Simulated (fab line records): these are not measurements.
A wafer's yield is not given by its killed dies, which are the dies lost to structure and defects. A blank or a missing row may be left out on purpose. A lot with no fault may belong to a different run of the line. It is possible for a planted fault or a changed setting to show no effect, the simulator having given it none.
fab line records -- flow nandHarc
[record] lots = 13, wafers = 39, lastDay = 34
route steps=1302 shown P_M2@345 P_BONDPAD@364
lots untouched by any fault: they come from a run of this same line in which no faults occurred
startH: hours from the record's first day to the start of the lot's first wafer shown -- waitH: hours since the lot's step before -- " unchanged from the row above -- L1.1+2: several wafers, shown together as one row -- - either no value or no given start -- * or withheld: withheld -- < > ~ a bound
route shown NAME@n: NAME is a module with steps in the file, n the number in the route of the first one -- usual: mean and standard deviation over wafers with no fault -- same: alike in all rows -- chamber/n: place in a boat -- sites: readings site by site -- _std_site: how widely they spread, as a standard deviation -- _edge_site: the outer-site mean with the inner-site mean subtracted -- radiusMm: how far each site lies from the wafer's centre -- mask NAME#n: copy n -- behind: tool/chamber where the wafer was last shaped -- hold: the reason the lot was held/the length of the hold in hours/how it ended -- device: whichever transistor did not switch (one of n, p or np) -- end of line: tests run on the same wafers once the route is complete -- step lacking rows: just its recipe -- killed: not the wafer's yield, but the dies lost to structure and defects at the first sort -- map: shows each die of a wafer: x if killed, . if not, _ if none is there
set.NAME: the setting as run; set.NAME@STEP: as run at that earlier step -- model.NAME: the simulator's own value behind a step, which no gauge read
a sample of lots followed through the steps of the route, with each step as a table and each wafer as a row
services: when a tool's chamber went out of use (startH, in hours from the record's first day, below 0 if earlier), for how many hours, and the reason
[[steps]]
[step NHARC_P_M2_THK_MEAS_24]
[recipe] thkMeasGauge = xrf
[usual] thkNm = 144.6/1.4
lot.wafer,tool,chamber,startH,waitH,thkNm
L834.2,filmMetro-02,-,137.68,-,145.3
L834.3,filmMetro-02,-,137.68,-,144.9
L834.6,filmMetro-02,-,137.68,-,145.8
L835.2,filmMetro-01,-,139.73,-,145.0
L835.5,filmMetro-01,-,139.73,-,145.2
L835.6,filmMetro-01,-,139.73,-,145.7
L836.1,filmMetro-01,-,156.87,-,146.0
L836.3,filmMetro-01,-,156.87,-,144.8
L836.5,filmMetro-01,-,156.87,-,144.1
L837.2,filmMetro-02,-,158.45,-,144.8
L837.5,filmMetro-02,-,158.45,-,146.2
L837.6,filmMetro-02,-,158.45,-,144.4
L840.1,filmMetro-01,-,192.10,-,146.9
L840.2,filmMetro-01,-,192.10,-,143.0
L840.6,filmMetro-01,-,192.10,-,143.3
L841.2,filmMetro-02,-,198.88,-,142.8
L841.3,filmMetro-02,-,198.88,-,145.7
L841.5,filmMetro-02,-,198.88,-,144.0
L843.1,filmMetro-02,-,216.69,-,144.9
L843.3,filmMetro-02,-,216.69,-,146.0
L843.6,filmMetro-02,-,216.69,-,144.3
L846.1,filmMetro-01,-,251.04,-,143.1
L846.2,filmMetro-01,-,251.04,-,145.6
L846.6,filmMetro-01,-,251.04,-,146.2
L849.1,filmMetro-01,-,278.69,-,142.6
L849.3,filmMetro-01,-,278.69,-,143.2
L849.5,filmMetro-01,-,278.69,-,143.6
L852.1,filmMetro-02,-,312.69,-,146.6
L852.5,filmMetro-02,-,312.69,-,144.2
L852.6,filmMetro-02,-,312.69,-,147.6
L853.1,filmMetro-02,-,321.31,-,145.3
L853.3,filmMetro-02,-,321.31,-,145.5
L853.6,filmMetro-02,-,321.31,-,144.8
L855.1,filmMetro-01,-,353.01,-,143.9
L855.2,filmMetro-01,-,353.01,-,141.6
L855.3,filmMetro-01,-,353.01,-,143.1
L857.1,filmMetro-02,-,373.59,-,143.3
L857.5,filmMetro-02,-,373.59,-,142.7
L857.6,filmMetro-02,-,373.59,-,144.8
[step NHARC_P_BONDPAD_CD_MEAS_09]
[recipe] targetCdNm = 500, landingEnergyEv = 500
[usual] cdNm = 500.5/1.8
lot.wafer,tool,chamber,startH,waitH,cdNm
L834.2,cdSem-02,0,139.51,-,500.5
L834.3,cdSem-02,0,139.51,-,500.9
L834.6,cdSem-02,0,139.51,-,505.0
L835.2,cdSem-03,0,141.69,-,499.8
L835.5,cdSem-03,0,141.69,-,500.1
L835.6,cdSem-03,0,141.69,-,500.9
L836.1,cdSem-03,0,158.80,-,497.7
L836.3,cdSem-03,0,158.80,-,501.0
L836.5,cdSem-03,0,158.80,-,499.9
L837.2,cdSem-01,0,160.40,-,500.4
L837.5,cdSem-01,0,160.40,-,501.8
L837.6,cdSem-01,0,160.40,-,501.3
L840.1,cdSem-03,0,194.02,-,500.7
L840.2,cdSem-03,0,194.02,-,498.2
L840.6,cdSem-03,0,194.02,-,499.4
L841.2,cdSem-02,0,200.88,-,498.3
L841.3,cdSem-02,0,200.88,-,498.3
L841.5,cdSem-02,0,200.88,-,499.3
L843.1,cdSem-01,0,218.61,-,498.9
L843.3,cdSem-01,0,218.61,-,499.1
L843.6,cdSem-01,0,218.61,-,499.6
L846.1,cdSem-01,0,252.85,-,499.8
L846.2,cdSem-01,0,252.85,-,503.0
L846.6,cdSem-01,0,252.85,-,502.3
L849.1,cdSem-03,0,280.61,-,499.6
L849.3,cdSem-03,0,280.61,-,501.4
L849.5,cdSem-03,0,280.61,-,500.6
L852.1,cdSem-03,0,315.06,-,500.2
L852.5,cdSem-03,0,315.06,-,498.5
L852.6,cdSem-03,0,315.06,-,501.6
L853.1,cdSem-02,0,323.29,-,502.9
L853.3,cdSem-02,0,323.29,-,502.0
L853.6,cdSem-02,0,323.29,-,504.3
L855.1,cdSem-03,0,355.04,-,498.6
L855.2,cdSem-03,0,355.04,-,499.3
L855.3,cdSem-03,0,355.04,-,500.3
L857.1,cdSem-03,0,375.56,-,500.4
L857.5,cdSem-03,0,375.56,-,499.7
L857.6,cdSem-03,0,375.56,-,499.5
[step NHARC_P_BONDPAD_ETCH_37]
[recipe] targetDepthA = 600, overetchA = 180, timeS = 65.91, ionEnergyEv = 200, n2FlowSccm = 150, h2FlowSccm = 150, arFlowSccm = 0, rfW = 400, biasW = 150, chemistry = N2/H2
[usual] chamberPressureMTorr = 30.003/0.027, drypumpMotorCurrentA = 5.8/0.44, n2FlowSccm = 150.0/0.48, oesProductAu = 1.000/0.0088, rfFwdPowerW = 396.5/1.7, rfVppV = 430.1/2.3, showerheadPlenumPTorr = 2.03/0.081, throttleValvePct = 14.173/0.0094
lot.wafer,tool,chamber,startH,waitH,chamberPressureMTorr,drypumpMotorCurrentA,n2FlowSccm,oesProductAu,rfFwdPowerW,rfHoursCounterH,rfVppV,showerheadPlenumPTorr,throttleValvePct
L834.3,rieDiel-12,3,139.82,0.1,29.987,6.3,149.7,0.989,396.2,1.9,426.7,1.93,14.188
L834.2,rieDiel-12,0,139.82,0.1,30.034,5.4,150.3,1.008,395.5,2.2,430.2,2.02,14.165
L834.6,rieDiel-12,2,139.82,0.1,29.997,5.2,149.3,0.988,394.5,-,432.2,2.14,14.167
L835.2,rieDiel-08,2,142.00,0.1,29.995,5.8,150.1,1.001,396.6,4.0,428.3,1.96,14.175
L835.6,rieDiel-08,2,142.00,0.1,29.969,5.8,150.8,1.006,397.3,-,428.1,1.96,14.177
L835.5,rieDiel-08,1,142.00,0.1,29.992,6.4,149.8,1.004,396.8,-,426.7,1.95,14.164
L836.1,rieDiel-08,0,159.15,0.1,29.990,5.7,151.1,0.997,395.7,8.2,431.7,2.10,14.183
L836.3,rieDiel-08,0,159.15,0.1,29.999,5.7,150.4,0.990,395.3,-,433.6,2.10,14.160
L836.5,rieDiel-08,0,159.15,0.1,29.988,5.7,150.7,0.999,395.5,-,432.7,2.10,14.174
L837.2,rieDiel-12,0,160.72,0.1,29.975,5.4,149.6,0.989,398.5,3.7,429.5,2.02,14.171
L837.5,rieDiel-12,3,160.72,0.1,30.009,6.3,149.4,0.974,392.6,-,426.8,1.93,14.179
L837.6,rieDiel-12,0,160.72,0.1,30.061,5.4,149.2,0.995,396.3,-,430.3,2.02,14.161
L840.1,rieDiel-13,1,194.31,0.1,29.977,5.7,150.6,0.989,398.6,0.7,430.6,2.04,14.176
L840.2,rieDiel-13,0,194.31,0.1,30.000,6.0,149.8,1.003,395.2,0.7,431.1,2.04,14.159
L840.6,rieDiel-13,1,194.31,0.1,30.012,5.7,150.8,0.997,400.2,-,431.4,2.04,14.189
L841.3,rieDiel-08,3,201.18,0.1,29.984,6.5,149.5,0.998,394.7,0.0,431.4,2.07,14.172
L841.2,rieDiel-08,0,201.18,0.1,30.075,5.7,149.4,0.991,397.8,0.0,431.4,2.10,14.172
L841.5,rieDiel-08,0,201.18,0.1,29.991,5.7,149.7,0.999,396.6,-,432.1,2.10,14.184
L843.1,rieDiel-13,2,218.91,0.1,30.015,5.6,149.0,0.981,397.0,0.9,426.1,1.92,14.176
L843.3,rieDiel-13,3,218.91,0.1,29.998,6.0,150.5,1.000,396.1,0.9,432.8,2.11,14.173
L843.6,rieDiel-13,3,218.91,0.1,30.064,6.0,149.9,1.000,394.7,-,431.6,2.11,14.181
L846.2,rieDiel-12,3,253.16,0.1,30.008,6.2,148.9,0.985,392.6,8.5,426.6,1.93,14.168
L846.1,rieDiel-12,1,253.16,0.1,30.025,5.2,149.7,1.015,399.1,7.3,432.6,2.14,14.168
L846.6,rieDiel-12,1,253.16,0.1,30.014,5.2,150.8,1.003,398.9,-,434.5,2.14,14.174
L849.1,rieDiel-12,1,280.92,0.1,29.964,5.2,149.4,0.996,395.9,0.0,433.1,2.14,14.178
L849.3,rieDiel-12,2,280.92,0.1,30.022,5.2,149.5,1.007,396.1,0.0,432.8,2.14,14.184
L849.5,rieDiel-12,0,280.92,0.1,30.004,5.4,149.9,1.006,396.0,-,430.0,2.02,14.178
L852.1,rieDiel-13,0,315.38,0.1,29.998,6.0,150.3,0.824,397.0,3.6,431.2,2.04,14.178
L852.5,rieDiel-13,1,315.38,0.1,30.019,5.7,149.8,1.004,397.5,-,430.2,2.04,14.178
L852.6,rieDiel-13,2,315.38,0.1,29.986,5.6,150.6,0.992,398.4,-,427.0,1.92,14.194
L853.1,rieDiel-12,2,323.59,0.1,30.040,5.2,150.4,1.006,396.6,1.0,431.0,2.13,14.175
L853.3,rieDiel-12,0,323.59,0.1,30.016,5.4,150.6,1.005,398.4,1.2,430.0,2.02,14.150
L853.6,rieDiel-12,2,323.59,0.1,29.988,5.2,150.3,1.010,393.6,-,433.2,2.13,14.158
L855.1,rieDiel-12,0,355.36,0.1,29.994,5.4,149.3,1.002,398.2,3.7,429.1,2.02,14.169
L855.3,rieDiel-12,1,355.36,0.1,30.036,5.2,149.6,1.002,398.4,3.3,432.7,2.14,14.160
L855.2,rieDiel-12,2,355.36,0.1,29.951,5.3,149.8,1.019,393.8,3.9,430.9,2.13,14.178
L857.1,rieDiel-12,2,375.87,0.1,29.986,5.2,149.8,1.012,394.3,5.8,433.3,2.13,14.178
L857.6,rieDiel-12,3,375.87,0.1,29.972,6.2,150.7,0.997,396.6,-,429.6,1.92,14.184
L857.5,rieDiel-12,0,375.87,0.1,29.960,5.4,150.0,1.001,399.2,-,428.5,2.02,14.178
[step NHARC_P_BONDPAD_PVD_17]
[recipe] targetThkA = 50, biasV = 168.6, powerW = 15000, chamberPressurePa = 0.12, timeS = 8.06, substrateTempC = 50, material = TaN
[usual] cathodeDcPowerW = 15000/2.7, throttleValvePct = 30.4/1.1
lot.wafer,tool,chamber,startH,waitH,cathodeDcPowerW,throttleValvePct
L834.2,pvdSputter-02,-,-,-,15002,31.0
L834.3,pvdSputter-02,-,-,-,14998,30.4
L834.6,pvdSputter-02,-,-,-,15004,31.3
L835.2,pvdSputter-01,-,-,-,15008,29.3
L835.6,pvdSputter-01,-,-,-,15001,28.6
L835.5,pvdSputter-01,-,-,-,15001,28.9
L836.1,pvdSputter-02,-,-,-,14997,31.0
L836.3,pvdSputter-02,-,-,-,15001,30.8
L836.5,pvdSputter-02,-,-,-,14999,31.0
L837.2,pvdSputter-02,-,-,-,15000,31.0
L837.5,pvdSputter-02,-,-,-,14998,30.9
L837.6,pvdSputter-02,-,-,-,15001,30.4
L840.1,pvdSputter-01,-,-,-,15003,29.1
L840.2,pvdSputter-01,-,-,-,15003,28.5
L840.6,pvdSputter-01,-,-,-,14993,29.1
L841.2,pvdSputter-02,-,-,-,14995,30.6
L841.3,pvdSputter-02,-,-,-,14998,30.8
L841.5,pvdSputter-02,-,-,-,15001,30.5
L843.1,pvdSputter-02,-,-,-,14994,30.8
L843.3,pvdSputter-02,-,-,-,15000,32.1
L843.6,pvdSputter-02,-,-,-,15001,32.1
L846.2,pvdSputter-03,-,-,-,14999,31.0
L846.1,pvdSputter-03,-,-,-,15004,31.2
L846.6,pvdSputter-03,-,-,-,15000,28.4
L849.1,pvdSputter-01,-,-,-,15002,28.9
L849.3,pvdSputter-01,-,-,-,14996,30.3
L849.5,pvdSputter-01,-,-,-,14997,29.0
L852.1,pvdSputter-02,-,-,-,14998,31.2
L852.5,pvdSputter-02,-,-,-,15002,31.5
L852.6,pvdSputter-02,-,-,-,15000,30.9
L853.3,pvdSputter-03,-,-,-,14999,31.8
L853.1,pvdSputter-03,-,-,-,14999,28.4
L853.6,pvdSputter-03,-,-,-,14996,31.6
L855.2,pvdSputter-02,-,-,-,14998,31.7
L855.3,pvdSputter-02,-,-,-,15003,31.0
L855.1,pvdSputter-02,-,-,-,15001,30.7
L857.1,pvdSputter-01,-,-,-,15003,30.5
L857.5,pvdSputter-01,-,-,-,15003,29.1
L857.6,pvdSputter-01,-,-,-,15002,30.4
[[services]]
tool,chamber,startH,hours,kind
pvdSputter-02,-,125.17,10.0,pm
rieDiel-08,0,137.77,9.3,repair
rieDiel-12,1,138.42,13.1,repair
rieDiel-08,1,152.97,10.4,repair
rieDiel-12,2,156.64,13.4,repair
pvdSputter-01,-,158.23,3.5,repair
rieDiel-08,3,158.81,3.5,repair
rieDiel-13,-,165.00,9.0,pm
pvdSputter-02,-,183.34,5.3,repair
rieDiel-08,-,190.80,9.0,pm
rieDiel-08,0,213.75,4.9,repair
pvdSputter-01,-,226.00,10.0,pm
rieDiel-08,0,245.35,16.4,repair
rieDiel-12,0,248.93,30.6,repair
rieDiel-08,3,265.34,3.9,repair
rieDiel-12,3,267.11,12.1,repair
rieDiel-12,-,268.57,9.0,pm
pvdSputter-01,-,277.62,1.1,repair
rieDiel-12,2,300.75,1.2,repair
pvdSputter-02,-,303.17,10.0,pm
rieDiel-12,2,316.86,4.9,repair
rieDiel-13,-,342.00,9.0,pm
rieDiel-08,2,347.15,8.8,repair
rieDiel-08,-,367.80,9.0,pm
[[key]]
[firstSign] step = NHARC_P_BONDPAD_ETCH_37, reading = oesProductAu, direction = down, sigmas = 20, usual = 1.000, struck = 0.824
effect none on later readings
metAt NHARC_P_BONDPAD_ETCH_37
struckLots L852
struckWafers L852.1
sortLeftOut L852.1
notActingAt NHARC_P_M2_THK_MEAS_24,NHARC_P_BONDPAD_CD_MEAS_09,NHARC_P_BONDPAD_PVD_17
onsetBetween 194.31 315.38
[fault] kind = processParameterDrift, tool = rieDiel-13, chamber = 0, onsetH = 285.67, steps = NHARC_P_BONDPAD_ETCH_37, channel = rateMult, offset = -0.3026, shape = step, endH = 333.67
// sortLeftOut: the simulated sort isn't trusted on such a fault, so these wafers' sort isn't shown, and their yield isn't known
